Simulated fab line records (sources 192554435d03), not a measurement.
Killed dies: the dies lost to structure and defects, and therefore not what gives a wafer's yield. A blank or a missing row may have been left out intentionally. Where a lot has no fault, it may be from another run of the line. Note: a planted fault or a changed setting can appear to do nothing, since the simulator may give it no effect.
Problem report, 8D (eight disciplines) form, completed by code | flow n5_finfet | the parts of the form that need people (team, actions taken, sign-off) are left out

## 1. THE PROBLEM
Wafers without a fault read 1999.9 nm, standard deviation 1.6; cd_nm at N5_MIM_TOP_LITHO_CD_MEAS_08 reads a mean of 2010.7 nm on 6 wafers belonging to 2 lots. Measured from the usual mean, that is +6.7 standard deviations.
The step: target cd 2000 nm.
Seen first at day 15 17:23 on cd_sem-02, wafer L436.2. Wafers with a number at this step in the record: 33, from 11 lots. The rule behind "out" and "out of limits": a value lying over 4 standard deviations away from the usual mean. The rest of the wafers with a number are treated as sound.

## 2. WHAT THIS IS AND IS NOT
question                    | is                     | is not
which readings at this step | cd_nm                  | -
which lots                  | L433, L436             | L422, L428, L429, L432, L438, L439, L440, L441, L443
which wafers of those lots  | all that have a number | -
read on which gauges        | cd_sem-02              | cd_sem-01, cd_sem-03
when                        | from day 15 17:23      | up to then (12 sound wafers); but 15 sound wafers of L438, L439, L440, L441, L443 came after

## 3. SUSPECTS, AND WHAT RULES EACH OUT
Counting: a tool at a process step up to the reading stays a suspect if it ran every lot that is out and no sound lot after the first of them.
- the gauge at N5_MIM_TOP_LITHO_CD_MEAS_08: ruled out. All the wafers that are out were read on cd_sem-02, but those of them that N5_MIM_TOP_LITHO_EXPOSE_05 has rows for are out there too, on other tools.
- krf_scanner-02 at N5_MIM_TOP_LITHO_EXPOSE_05 (exposes mask MIM TOP, target cd 2000 nm): kept. Every lot that is out went through it, starting with L436 (day 15 17:13), and after that it ran no sound lot; the last sound lot it ran before then is L432 (day 14 16:38). On those wafers its own readings are out: exposure_dose_mJ_cm2.
The count leaves krf_scanner-02 at N5_MIM_TOP_LITHO_EXPOSE_05.

## 4. THE CAUSE (what the simulator had put in)
Process parameters drifting: krf_scanner-02 at N5_MIM_TOP_LITHO_EXPOSE_05, beginning at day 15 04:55. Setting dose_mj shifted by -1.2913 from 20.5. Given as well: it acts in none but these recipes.
The count eliminated every tool but this one.

## 5. SEQUENCE OF EFFECTS, ordered by route
Rows list readings where the struck wafers' mean (over those with a number) sits beyond 3 standard deviations from the usual. Only readings whose record carries a usual standard deviation are examined. hours: median over the lots of the time between each lot's start at the first step of this table that gives one and its start at this step. sigmas: the change, counted in usual standard deviations.
hours | step                        | reading              | usual     | on struck wafers | change | sigmas
0     | N5_MIM_TOP_LITHO_EXPOSE_05  | exposure_dose_mJ_cm2 | 20.495    | 19.336           | -1.159 | -55
0     | N5_MIM_TOP_LITHO_CD_MEAS_08 | cd_nm                | 1999.9 nm | 2010.7           | +10.8  | +6.7
It contains these process steps:
- N5_MIM_TOP_LITHO_EXPOSE_05: exposes mask MIM TOP, target cd 2000 nm.
Later steps that measure or inspect, where all struck wafers having a row at the step show a number for every such reading and not one has moved that far: N5_MIM_TOP_LITHO_INSPECT_12.

## 6. HOW IT WOULD HAVE BEEN CAUGHT EARLIER
Counted from the fault's start at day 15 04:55, it took 12 hours until the first out-of-limits reading at a measuring or inspecting step in this record, taken at day 15 17:23.
The tool's own readings at N5_MIM_TOP_LITHO_EXPOSE_05 were out on every struck wafer that the step has a row for (exposure_dose_mJ_cm2): an alarm limit on them would have fired on the first of those.
L433, from the lots that are out (2), started N5_MIM_TOP_LITHO_EXPOSE_05 on krf_scanner-02 later than day 15 17:23. Putting the tool on hold at that point would have spared it.
